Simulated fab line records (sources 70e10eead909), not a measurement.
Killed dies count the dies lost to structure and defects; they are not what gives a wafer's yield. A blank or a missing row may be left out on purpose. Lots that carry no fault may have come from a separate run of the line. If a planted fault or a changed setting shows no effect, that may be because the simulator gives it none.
fab line records	flow nandHarc
[record] lots = 5	wafers = 15	lastDay = 33
route steps=1302 shown A_M0@1164 A_M1@1169 END@1302
lots untouched by any fault: they come from a run of this same line in which no faults occurred
startH: start of the lot's first displayed wafer, in hours after the record's first day	waitH: how many hours have passed since the lot's step before this one	" identical to the entry in the row above	L1.1+2: several wafers, shown together as one row	- no value present, or no start provided	* or withheld: withheld	< > ~ a bound
route shown NAME@n: a module of which the file shows steps, and the number in the route of the first	usual: the fault-free wafers' mean and standard deviation	same: alike in all rows	chamber/n: place in a boat	sites: readings site by site	_std_site: standard deviation across them	_edge_site: the outer-site mean with the inner-site mean subtracted	radiusMm: for every site, how far away it sits from the centre of the wafer	mask NAME#n: copy n	behind: the most recent tool/chamber to have shaped the wafer	hold: reason for holding the lot/hours on hold/outcome of the hold	device: the transistor (n, p or np) that didn't switch	end of line: the tests these same wafers got at the end of their route	a step with no rows: only its recipe	killed: not the wafer's yield, but the dies lost to structure and defects at the first sort	map: per-die view of a wafer (x killed, . not killed, _ where there is no die)
set.NAME: the setting as run; set.NAME@STEP: as run at that earlier step	model.NAME: the simulator's own value behind a step, which no gauge read
lots at some steps of the route; a table a step, a row a wafer
services: from which hour (startH, from the record's first day; less than 0 if before it) a tool's chamber was out of use, for how many hours, and why
[[steps]]
[step NHARC_A_M0_SRD_25]
[step NHARC_A_M0_INSPECT_27]
[usual] rawDefectCount = 565/130
lot.wafer	tool	chamber	startH	waitH	rawDefectCount
L287.1	defectInspect-02	-	531.90	0.0	657
L287.3	"	-	"	"	812
L287.4	"	-	"	"	645
L291.2	defectInspect-01	-	602.57	0.0	514
L291.3	"	-	"	"	486
L291.4	"	-	"	"	468
L295.2	defectInspect-02	-	624.48	0.0	589
L295.4	"	-	"	"	578
L295.5	"	-	"	"	610
L308.1	defectInspect-02	-	741.55	0.0	373
L308.2	"	-	"	"	480
L308.6	"	-	"	"	405
L307.4	defectInspect-01	-	750.29	0.0	714
L307.5	"	-	"	"	520
L307.6	"	-	"	"	627
[step NHARC_A_M0_PRE_CLEAN_31]
[recipe] timeS = 12	tempC = 370	rfPowerW = 300	gas = NH3
[usual] heaterPowerW = 639/52
lot.wafer	tool	chamber	startH	waitH	heaterPowerW	sinceWetCleanH
L287.3	pecvd-03	2	531.97	0.1	705	153
L287.1	"	1	"	"	672	153
L287.4	"	2	"	"	707	-
L291.3	pecvd-02	1	602.65	0.1	653	1
L291.2	"	2	"	"	669	1
L291.4	"	2	"	"	648	-
L295.2	pecvd-04	1	624.56	0.1	634	161
L295.4	"	0	"	"	781	-
L295.5	"	1	"	"	655	-
L308.2	pecvd-02	0	741.62	0.1	591	140
L308.1	"	2	"	"	641	140
L308.6	"	1	"	"	649	-
L307.4	pecvd-04	2	750.39	0.1	607	-
L307.6	"	0	"	"	780	-
L307.5	"	1	"	"	637	-
[step NHARC_A_M0_DEP_32]
[recipe] targetThkA = 300	tempC = 370	targetThkNm = 30	pressureTorr = 3	flowSccm = 200	rfW = 450	material = SiCN
[usual] heaterPowerW = 591/67
lot.wafer	tool	chamber	startH	waitH	heaterPowerW	sinceWetCleanH
L287.3	pecvd-03	2	532.05	0.1	634	153
L287.1	"	1	"	"	579	153
L287.4	"	2	"	"	654	-
L291.3	pecvd-02	1	602.76	0.1	688	1
L291.2	"	2	"	"	585	1
L291.4	"	2	"	"	577	-
L295.2	pecvd-04	1	624.67	0.1	590	162
L295.4	"	0	"	"	709	-
L295.5	"	1	"	"	586	-
L308.2	pecvd-02	0	741.70	0.1	512	140
L308.1	"	2	"	"	595	140
L308.6	"	1	"	"	694	-
L307.4	pecvd-04	2	750.56	0.2	483	-
L307.6	"	0	"	"	694	-
L307.5	"	1	"	"	496	-
[step NHARC_A_M1_DEP_00]
[recipe] targetThkA = 1825	targetThkNm = 182.5	tempC = withheld	pressureTorr = 5	flowSccm = 200	rfW = 600	material = SiOC
[step NHARC_A_M1_DEHYDRATE_01]
[recipe] tempC = 150	timeS = 120
[step NHARC_A_M1_HMDS_02]
[recipe] timeS = 30
[step NHARC_A_M1_COAT_34]
[recipe] tempC = 200	timeS = 65
[step NHARC_A_M1_COAT_03]
[recipe] spinRpm = 1500	resistThkNm = 90
[step NHARC_A_M1_SOFTBAKE_04]
[recipe] tempC = 105	timeS = 55
[step NHARC_A_M1_EBR_05]
[step NHARC_A_M1_EXPOSE_06]
[recipe] na = 1.35	targetCdNm = 120	doseMj = 75.13	maskId = A_M1
[usual] exposureDoseMJCm2 = 75.13/0.073
lot.wafer	tool	chamber	startH	waitH	mask	exposureDoseMJCm2
L287.1	arfiScanner-01	0	533.15	-	A_M1#0	75.09
L287.3	"	0	"	"	A_M1#0	75.13
L287.4	"	0	"	"	A_M1#0	75.15
L291.2	arfiScanner-01	0	603.82	-	A_M1#0	75.16
L291.3	"	0	"	"	A_M1#0	75.02
L291.4	"	0	"	"	A_M1#0	74.84
L295.2	arfiScanner-03	0	625.73	-	A_M1#0	75.07
L295.4	"	0	"	"	A_M1#0	75.03
L295.5	"	0	"	"	A_M1#0	75.16
L308.1	arfiScanner-01	0	742.80	-	A_M1#0	75.05
L308.2	"	0	"	"	A_M1#0	75.21
L308.6	"	0	"	"	A_M1#0	75.14
L307.4	arfiScanner-03	0	751.55	-	A_M1#0	74.35
L307.5	"	0	"	"	A_M1#0	74.36
L307.6	"	0	"	"	A_M1#0	74.29
[step NHARC_A_M1_PEB_07]
[recipe] pebTempC = 100	pebTimeS = 65
[step NHARC_A_M1_DEVELOP_08]
[recipe] developTimeS = 35	devTempC = 23
[step NHARC_A_M1_CD_MEAS_09]
[recipe] targetCdNm = 120	landingEnergyEv = 500
[usual] cdNm = 119.8/0.71
lot.wafer	tool	chamber	startH	waitH	cdNm
L287.1	cdSem-02	0	533.29	-	118.9
L287.3	"	0	"	"	119.3
L287.4	"	0	"	"	118.7
L291.2	cdSem-02	0	603.96	-	119.3
L291.3	"	0	"	"	118.9
L291.4	"	0	"	"	119.9
L295.2	cdSem-02	0	625.87	-	120.8
L295.4	"	0	"	"	120.6
L295.5	"	0	"	"	119.3
L308.1	cdSem-01	0	742.94	-	120.8
L308.2	"	0	"	"	119.9
L308.6	"	0	"	"	120.2
L307.4	cdSem-01	0	751.68	-	122.9
L307.5	"	0	"	"	120.9
L307.6	"	0	"	"	124.5
[step NHARC_A_M1_OVL_MEAS_10]
[recipe] pitchNm = 240
[usual] overlayXNm = 0.0/0.87	overlayYNm = -0.1/0.53
lot.wafer	tool	chamber	startH	waitH	overlayXNm	overlayYNm
L287.1	overlay-01	-	533.38	-	1.2	-0.1
L287.3	"	-	"	"	1.1	-0.1
L287.4	"	-	"	"	0.5	0.5
L291.2	overlay-02	-	604.05	-	0.5	0.8
L291.3	"	-	"	"	1.1	0.7
L291.4	"	-	"	"	0.1	0.5
L295.2	overlay-02	-	625.96	-	-0.3	0.3
L295.4	"	-	"	"	0.3	-0.2
L295.5	"	-	"	"	-0.8	0.1
L308.1	overlay-01	-	743.03	-	-0.5	0.4
L308.2	"	-	"	"	-0.5	0.3
L308.6	"	-	"	"	-0.6	0.5
L307.4	overlay-02	-	751.77	-	-1.6	-0.4
L307.5	"	-	"	"	-1.3	0.1
L307.6	"	-	"	"	-1.2	0.0
[step NHARC_A_M1_INSPECT_11]
[usual] rawDefectCount = 82/36
lot.wafer	tool	chamber	startH	waitH	rawDefectCount
L287.1	defectInspect-01	-	533.42	0.0	67
L287.3	"	-	"	"	67
L287.4	"	-	"	"	66
L291.2	defectInspect-01	-	604.08	0.0	77
L291.3	"	-	"	"	69
L291.4	"	-	"	"	54
L295.2	defectInspect-02	-	625.99	0.0	118
L295.4	"	-	"	"	114
L295.5	"	-	"	"	148
L308.1	defectInspect-01	-	743.07	0.0	36
L308.2	"	-	"	"	32
L308.6	"	-	"	"	32
L307.4	defectInspect-01	-	751.80	0.0	55
L307.5	"	-	"	"	65
L307.6	"	-	"	"	53
[step NHARC_A_M1_DESCUM_14]
[recipe] timeS = 3	o2FlowSccm = 200	arFlowSccm = 0	biasPowerW = 0	chemistry = O2
[usual] chamberPressureMTorr = 60.00/0.057	drypumpMotorCurrentA = 5.8/0.39	oesProductAu = 0.996/0.0093	rfVppV = 57.8/0.86	showerheadPlenumPTorr = 1.90/0.071	throttleValvePct = 11.311/0.01
[same] biasPowerW = 0
lot.wafer	tool	chamber	startH	waitH	chamberPressureMTorr	drypumpMotorCurrentA	oesProductAu	rfHoursCounterH	rfVppV	showerheadPlenumPTorr	throttleValvePct	model.A_M1.cdNm
L287.3	rieDiel-12	1	533.48	0.1	60.04	5.2	0.997	3.6	58.8	2.00	11.317	119.6
L287.1	"	2	"	"	59.99	5.2	0.992	2.9	57.6	2.00	11.306	119.1
L287.4	"	0	"	"	60.04	5.4	0.998	3.8	58.3	1.89	11.300	119.2
L291.4	rieDiel-13	2	604.14	0.1	60.03	5.6	0.989	2.1	57.9	1.80	11.313	119.8
L291.2	"	3	"	"	60.00	6.0	1.000	1.4	59.6	1.98	11.310	119.1
L291.3	"	0	"	"	59.97	6.0	1.002	1.8	56.9	1.91	11.312	119.1
L295.4	rieDiel-13	3	626.06	0.1	59.98	6.0	1.003	2.4	59.1	1.98	11.302	120.1
L295.2	"	0	"	"	60.01	6.0	0.980	2.8	57.6	1.91	11.309	119.9
L295.5	"	2	"	"	59.96	5.6	1.008	-	57.9	1.80	11.327	119.1
L308.2	rieDiel-13	1	743.13	0.1	59.99	5.7	0.994	1.1	56.2	1.91	11.307	120.9
L308.1	"	2	"	"	59.99	5.6	1.011	0.8	57.2	1.80	11.318	120.5
L308.6	"	2	"	"	59.89	5.6	0.998	-	58.6	1.80	11.313	119.9
L307.4	rieDiel-13	0	751.87	0.1	60.04	6.0	0.995	1.1	58.0	1.91	11.307	122.9
L307.6	"	3	"	"	60.06	6.0	0.981	-	58.9	1.98	11.301	124.3
L307.5	"	0	"	"	59.86	6.0	0.999	-	57.1	1.91	11.319	121.2
[step NHARC_A_M1_ETCH_35]
[recipe] targetDepthA = 400	overetchA = 120	timeS = 43.94	ionEnergyEv = 200	n2FlowSccm = 150	h2FlowSccm = 150	arFlowSccm = 0	rfW = 400	biasW = 150	chemistry = N2/H2
[usual] biasW = 149.9/0.45	chamberPressureMTorr = 30.002/0.027	drypumpMotorCurrentA = 5.8/0.39	n2FlowSccm = 150.0/0.37	oesProductAu = 0.997/0.009	rfVppV = 430.3/2.4	showerheadPlenumPTorr = 2.03/0.077	throttleValvePct = 14.171/0.0089
lot.wafer	tool	chamber	startH	waitH	biasW	chamberPressureMTorr	drypumpMotorCurrentA	n2FlowSccm	oesProductAu	rfHoursCounterH	rfVppV	showerheadPlenumPTorr	throttleValvePct
L287.3	rieDiel-12	2	533.56	0.1	150.1	30.049	5.3	149.7	1.022	2.9	433.2	2.13	14.168
L287.1	"	0	"	"	149.7	29.994	5.4	150.4	1.005	3.8	428.6	2.01	14.182
L287.4	"	1	"	"	150.0	29.978	5.2	149.8	1.008	3.7	432.4	2.14	14.177
L291.3	rieDiel-13	3	604.23	0.1	149.7	29.976	6.0	150.7	0.999	1.4	431.0	2.11	14.163
L291.2	"	0	"	"	149.8	30.016	6.0	150.2	0.985	1.8	429.7	2.04	14.169
L291.4	"	1	"	"	149.9	30.012	5.7	150.5	0.992	2.2	431.6	2.03	14.167
L295.4	rieDiel-13	3	626.14	0.1	149.6	30.006	6.0	150.0	0.994	2.4	432.9	2.11	14.182
L295.2	"	2	"	"	150.7	29.967	5.6	149.8	0.991	3.1	425.8	1.92	14.172
L295.5	"	3	"	"	150.1	30.008	6.0	150.0	1.001	-	431.4	2.11	14.158
L308.2	rieDiel-13	2	743.22	0.1	150.4	29.994	5.6	150.5	1.002	0.8	427.5	1.92	14.172
L308.1	"	0	"	"	149.6	29.973	6.1	149.7	0.983	1.0	429.7	2.04	14.178
L308.6	"	1	"	"	150.0	30.006	5.7	150.0	0.983	-	429.2	2.03	14.163
L307.4	rieDiel-13	1	751.95	0.1	149.7	29.974	5.7	150.6	0.995	1.2	430.3	2.03	14.186
L307.6	"	0	"	"	149.6	30.034	6.0	149.2	1.000	-	430.7	2.04	14.173
L307.5	"	1	"	"	149.3	30.025	5.7	150.7	0.987	-	430.0	2.03	14.175
[step NHARC_A_M1_ETCH_15]
[recipe] targetDepthA = 1825	timeS = 91.2	c4f8FlowSccm = withheld	arFlowSccm = 400	rfW = 600	biasW = 300	chemistry = C4F8/Ar
[usual] biasW = 300.0/0.89	chamberPressureMTorr = 24.999/0.025	oesProductAu = 0.941/0.024	rfVppV = 440.5/2.4
lot.wafer	tool	chamber	startH	waitH	biasW	chamberPressureMTorr	oesProductAu	rfHoursCounterH	rfVppV
L287.4	rieDiel-12	0	-	-	298.7	25.026	0.976	3.8	439.8
L287.3	"	1	"	"	299.4	25.039	0.970	3.7	443.2
L287.1	"	2	"	"	300.9	25.015	0.955	3.0	444.5
L291.4	rieDiel-13	3	-	-	299.2	24.996	0.952	1.4	441.4
L291.2	"	1	"	"	299.8	25.011	0.963	2.2	441.0
L291.3	"	2	"	"	299.4	24.982	0.944	2.1	437.9
L295.2	rieDiel-13	2	-	-	300.1	25.010	0.906	3.1	438.0
L295.4	"	1	"	"	299.6	25.017	0.923	3.2	440.3
L295.5	"	2	"	"	299.4	24.979	0.918	-	437.3
L308.2	rieDiel-13	0	-	-	300.7	24.983	0.976	1.0	442.0
L308.1	"	2	"	"	300.2	25.018	0.967	0.9	437.3
L308.6	"	0	"	"	301.9	25.024	0.984	-	439.5
L307.4	rieDiel-13	1	-	-	299.6	24.998	0.923	1.2	440.0
L307.5	"	2	"	"	299.9	24.878	0.929	-	437.9
L307.6	"	3	"	"	302.0	24.986	0.910	-	443.3
[step NHARC_A_M1_CD_MEAS_16]
[usual] cdNm = 119.6/0.82
lot.wafer	tool	chamber	startH	waitH	cdNm
L287.1	cdSem-03	-	533.78	-	118.6
L287.3	"	-	"	"	119.4
L287.4	"	-	"	"	119.8
L291.2	cdSem-01	-	604.45	-	118.3
L291.3	"	-	"	"	119.0
L291.4	"	-	"	"	120.2
L295.2	cdSem-01	-	626.36	-	119.3
L295.4	"	-	"	"	120.1
L295.5	"	-	"	"	119.2
L308.1	cdSem-03	-	743.43	-	120.4
L308.2	"	-	"	"	120.3
L308.6	"	-	"	"	119.3
L307.4	cdSem-01	-	752.17	-	123.4
L307.5	"	-	"	"	121.4
L307.6	"	-	"	"	124.6
[step NHARC_A_M1_STRIP_18]
[recipe] powerW = 1000	n2FlowSccm = 150	h2FlowSccm = 150	arFlowSccm = 0	biasW = 0	chemistry = N2/H2
[usual] chamberPressureMTorr = 30.000/0.026	drypumpMotorCurrentA = 5.9/0.34	n2FlowSccm = 150.0/0.43	oesProductAu = 0.996/0.0094	rfVppV = 90.5/0.98	showerheadPlenumPTorr = 2.02/0.07	throttleValvePct = 14.171/0.0093
[same] biasW = 0
lot.wafer	tool	chamber	startH	waitH	chamberPressureMTorr	drypumpMotorCurrentA	n2FlowSccm	oesProductAu	rfHoursCounterH	rfVppV	showerheadPlenumPTorr	throttleValvePct
L287.1	rieDiel-08	0	533.86	0.1	29.948	5.7	149.7	1.018	9.5	90.6	2.09	14.162
L287.4	"	2	"	"	29.978	5.8	149.4	1.017	10.5	90.5	1.95	14.148
L287.3	"	3	"	"	29.982	6.5	149.4	0.998	9.9	90.1	2.07	14.187
L291.3	rieDiel-08	2	604.56	0.1	30.047	5.8	150.2	0.991	3.1	88.8	1.95	14.185
L291.2	"	3	"	"	29.977	6.5	149.6	0.987	3.4	91.2	2.07	14.174
L291.4	"	2	"	"	29.995	5.8	150.7	0.989	-	90.8	1.95	14.179
L295.4	rieDiel-08	1	626.43	0.1	29.971	6.4	149.5	0.990	2.8	89.8	1.94	14.167
L295.2	"	3	"	"	29.995	6.4	150.1	0.988	4.8	89.9	2.06	14.157
L295.5	"	2	"	"	30.019	5.8	149.6	0.989	-	90.0	1.95	14.171
L308.2	rieDiel-12	1	743.53	0.1	29.994	5.2	150.2	0.976	7.1	90.8	2.13	14.184
L308.1	"	2	"	"	30.001	5.2	149.3	1.003	6.5	92.3	2.13	14.172
L308.6	"	1	"	"	29.988	5.2	150.5	0.981	-	90.2	2.13	14.175
L307.4	rieDiel-13	3	752.32	0.1	30.059	6.0	149.9	1.002	1.0	92.2	2.11	14.170
L307.6	"	0	"	"	30.023	6.0	149.1	1.003	-	90.3	2.04	14.177
L307.5	"	1	"	"	30.021	5.7	150.0	0.989	-	89.3	2.03	14.165
[step NHARC_A_M1_ETCH_28]
[recipe] targetDepthA = 300	overEtchFrac = 0.3	timeS = 72.99	ionEnergyEv = 150	cf4FlowSccm = 50	n2FlowSccm = 100	arFlowSccm = 150	rfW = 300	biasW = 100	chemistry = CF4/N2
[usual] biasW = 100.01/0.28	chamberPressureMTorr = 29.998/0.026	drypumpMotorCurrentA = 5.9/0.35	n2FlowSccm = 99.99/0.29	oesProductAu = 0.996/0.0092	rfVppV = 313.7/1.7	showerheadPlenumPTorr = 2.60/0.085	throttleValvePct = 19.795/0.0085
lot.wafer	tool	chamber	startH	waitH	biasW	chamberPressureMTorr	drypumpMotorCurrentA	n2FlowSccm	oesProductAu	rfHoursCounterH	rfVppV	showerheadPlenumPTorr	throttleValvePct	model.A_M1.cdNm
L287.1	rieDiel-08	2	-	-	100.25	30.039	5.8	99.87	1.010	10.5	311.2	2.52	19.802	119.3
L287.4	"	3	"	"	99.56	30.011	6.5	99.78	0.988	9.9	314.5	2.66	19.801	119.4
L287.3	"	1	"	"	99.95	30.012	6.4	99.54	1.005	11.2	311.9	2.51	19.806	119.8
L291.2	rieDiel-08	3	-	-	100.27	30.002	6.5	100.02	0.989	3.5	315.3	2.66	19.792	118.7
L291.3	"	1	"	"	99.91	29.972	6.5	100.55	0.993	1.4	311.8	2.50	19.787	119.4
L291.4	"	2	"	"	100.19	30.007	5.8	100.06	0.998	-	313.7	2.52	19.785	120.1
L295.4	rieDiel-08	1	-	-	100.57	29.971	6.4	99.82	0.994	2.9	312.8	2.50	19.804	120.6
L295.2	"	0	"	"	99.99	29.996	5.7	99.81	0.995	3.7	313.9	2.69	19.790	119
L295.5	"	1	"	"	100.34	29.947	6.4	100.27	0.989	-	311.6	2.50	19.803	118.6
L308.2	rieDiel-12	2	-	-	99.67	29.988	5.2	100.45	0.996	6.6	315.9	2.73	19.794	120.6
L308.1	"	3	"	"	100.12	30.005	6.3	99.69	1.004	6.6	312.4	2.48	19.780	120.8
L308.6	"	2	"	"	99.67	30.008	5.2	100.01	0.983	-	314.8	2.73	19.795	119.9
L307.4	rieDiel-13	3	-	-	100.03	29.994	6.0	99.78	1.005	1.0	316.3	2.71	19.786	123.1
L307.6	"	3	"	"	99.99	29.991	6.0	99.76	0.999	-	315.5	2.71	19.789	125.1
L307.5	"	0	"	"	99.90	30.020	6.0	99.91	1.007	-	313.4	2.62	19.791	120.5
[step NHARC_A_M1_STRIP_19]
[recipe] timeS = 600	tempC = 30	chemistry = postEtchResidueRemover
[step NHARC_END_SORT_01]
[recipe] tempC = 25
[usual] defectLimitedYield = 91.3/2.8	killedAtArray = 54/18	killedAtOther = 0.7/0.87	killedAtPeriphery = 3.7/2.5	killedDies = 59/19	killedOpen = 3.3/2	killedShort = 2.6/1.6	sort_bin_2_pct = 3.1/1.2	sort_bin_3_pct = 0.6/0.35	sort_bin_4_pct = 5.0/1.6	sortNPass = 618/19	sortRimYieldPct = 92/4.4	sortYieldPct = 91.3/2.8
[same] grossDies = 677	sort_bin_5_pct[%] = 0	sort_bin_6_pct[%] = 0	sort_bin_7_pct[%] = 0	sort_bin_8_pct[%] = 0	sortRimNGross = 106.00
lot.wafer	tool	chamber	startH	waitH	defectLimitedYield[%]	killedAtArray	killedAtOther	killedAtPeriphery	killedDies	killedOpen	killedShort	sort_bin_2_pct[%]	sort_bin_3_pct[%]	sort_bin_4_pct[%]	sortNPass	sortRimYieldPct[%]	sortYieldPct[%]
L291.2	prober-02	0	646.02	2.8	92.3	50	0	2	52	2	2	2.5	0.4	4.7	625	92	92.3
L291.3	prober-02	0	646.82	3.1	92.3	49	1	2	52	4	0	3.0	0.6	4.1	625	86	92.3
L291.4	prober-02	0	647.61	3.4	93.8	40	1	1	42	1	2	2.2	0	4.0	635	93	93.8
L295.2	prober-02	0	666.22	2.8	87.0	84	2	2	88	4	2	5.2	0.9	6.9	589	90	87.0
L295.4	prober-02	0	667.85	3.4	88.2	75	1	4	80	4	1	3.8	0.9	7.1	597	92	88.2
L295.5	prober-02	0	668.66	3.8	88.3	74	0	5	79	6	4	6.1	0.6	5.0	598	92	88.3
// killed by level:class
L291.2 A_CHANNEL_HOLE_D2:chamberFilmFlake=27 A_STAIRCASE:chamberFilmFlake=8 A_CONTACT:chamberFilmFlake=4 A_CHANNEL_HOLE_D1:chamberFilmFlake=3 A_DECK1_JOINT:chamberFilmFlake=2 A_WL_FILL:chamberFilmFlake=2 P_M2:geometricParticle:open=1 A_ONON_D2:geometricParticle:short=1
L291.3 A_CHANNEL_HOLE_D2:chamberFilmFlake=26 A_CHANNEL_HOLE_D1:chamberFilmFlake=4 A_STAIRCASE:chamberFilmFlake=4 A_WL_FILL:chamberFilmFlake=4 A_SLIT:chamberFilmFlake=3 A_CONTACT:chamberFilmFlake=2 P_M1:geometricParticle:open=1 A_ONON_D2:geometricParticle:open=1
L291.4 A_CHANNEL_HOLE_D2:chamberFilmFlake=22 A_STAIRCASE:chamberFilmFlake=5 A_CHANNEL_FILL_D1:chamberFilmFlake=3 A_DECK1_JOINT:chamberFilmFlake=3 A_CHANNEL_HOLE_D1:chamberFilmFlake=2 A_CONTACT:chamberFilmFlake=2 P_M0:geometricParticle:open=1 A_WL_FILL:geometricParticle:short=1
L295.2 A_SLIT:chamberFilmFlake=30 A_CHANNEL_HOLE_D1:chamberFilmFlake=29 A_CHANNEL_HOLE_D2:chamberFilmFlake=14 A_STAIRCASE:chamberFilmFlake=2 A_BLC:chamberFilmFlake=2 THIN_TSV:chamberFilmFlake=2 A_ONON_D2:geometricParticle:short=1 A_ONON_D2:geometricParticle:open=1
L295.4 A_CHANNEL_HOLE_D1:chamberFilmFlake=32 A_SLIT:chamberFilmFlake=23 A_CHANNEL_HOLE_D2:chamberFilmFlake=14 P_CONTACT:geometricParticle:open=1 P_M0:geometricParticle:open=1 A_ONON_D1:geometricParticle:open=1 A_CHANNEL_FILL_D1:geometricParticle:short=1 A_CHANNEL_FILL_D2:geometricParticle:open=1
L295.5 A_SLIT:chamberFilmFlake=31 A_CHANNEL_HOLE_D1:chamberFilmFlake=27 A_CHANNEL_HOLE_D2:chamberFilmFlake=9 P_GATE:geometricParticle:short=2 P_CONTACT:geometricParticle:open=2 A_ONON_D1:geometricParticle:open=1 A_ONON_D2:geometricParticle:open=1 A_CHANNEL_HOLE_D2:geometricParticle:short=1
[[services]]
tool	chamber	startH	hours	kind
rieDiel-13	-	519.00	9.0	pm
rieDiel-08	-	544.80	9.0	pm
rieDiel-12	1	552.02	4.2	repair
pecvd-04	0	554.86	5.8	repair
pecvd-02	2	565.82	2.4	repair
pecvd-04	-	573.26	0.7	repair
rieDiel-08	2	577.37	2.5	repair
rieDiel-08	1	583.52	12.2	repair
pecvd-02	-	589.00	13.0	pm
rieDiel-12	3	589.69	3.0	repair
rieDiel-12	2	590.97	2.5	repair
rieDiel-08	2	597.68	3.9	repair
rieDiel-08	0	601.65	9.0	repair
rieDiel-12	3	613.56	2.9	repair
rieDiel-12	-	622.57	9.0	pm
pecvd-04	-	631.08	13.0	pm
rieDiel-08	1	654.13	9.9	repair
rieDiel-08	0	657.43	8.7	repair
rieDiel-08	1	671.79	17.4	repair
pecvd-04	0	674.02	8.6	repair
rieDiel-12	1	690.48	1.4	repair
rieDiel-13	-	696.00	9.0	pm
pecvd-02	-	702.27	1.0	repair
rieDiel-08	-	721.80	9.0	pm
[[key]]
[firstSign] step = NHARC_A_M1_EXPOSE_06	reading = exposureDoseMJCm2	direction = down	sigmas = 11	usual = 75.13	struck = 74.34
[effect] step = NHARC_A_M1_CD_MEAS_09	reading = cdNm	direction = up	sigmas = 4.2	usual = 119.8	struck = 122.8	through = controlLoop
[effect] step = NHARC_A_M1_CD_MEAS_16	reading = cdNm	direction = up	sigmas = 4.3	usual = 119.6	struck = 123.1	through = controlLoop
[modelEffect] step = NHARC_A_M1_DESCUM_14	value = A_M1.cdNm	without = 119	struck = 122.8
[modelEffect] step = NHARC_A_M1_ETCH_28	value = A_M1.cdNm	without = 119.1	struck = 122.9
metAt NHARC_A_M1_EXPOSE_06
struckWafers L307.4,L307.5,L307.6
[loopTrim] step = NHARC_A_M1_EXPOSE_06	setting = dose	lots = L307
onsetBetween 625.73 751.55
[fault] kind = processParameterDrift	tool = arfiScanner-03	chamber = -	onsetH = 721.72	steps = NHARC_A_M1_EXPOSE_06	channel = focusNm	offset = 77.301	spreadByWafer = 0.3	shape = step	endH = 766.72
// loopTrim: a control loop set the setting to another value than it would have without faults
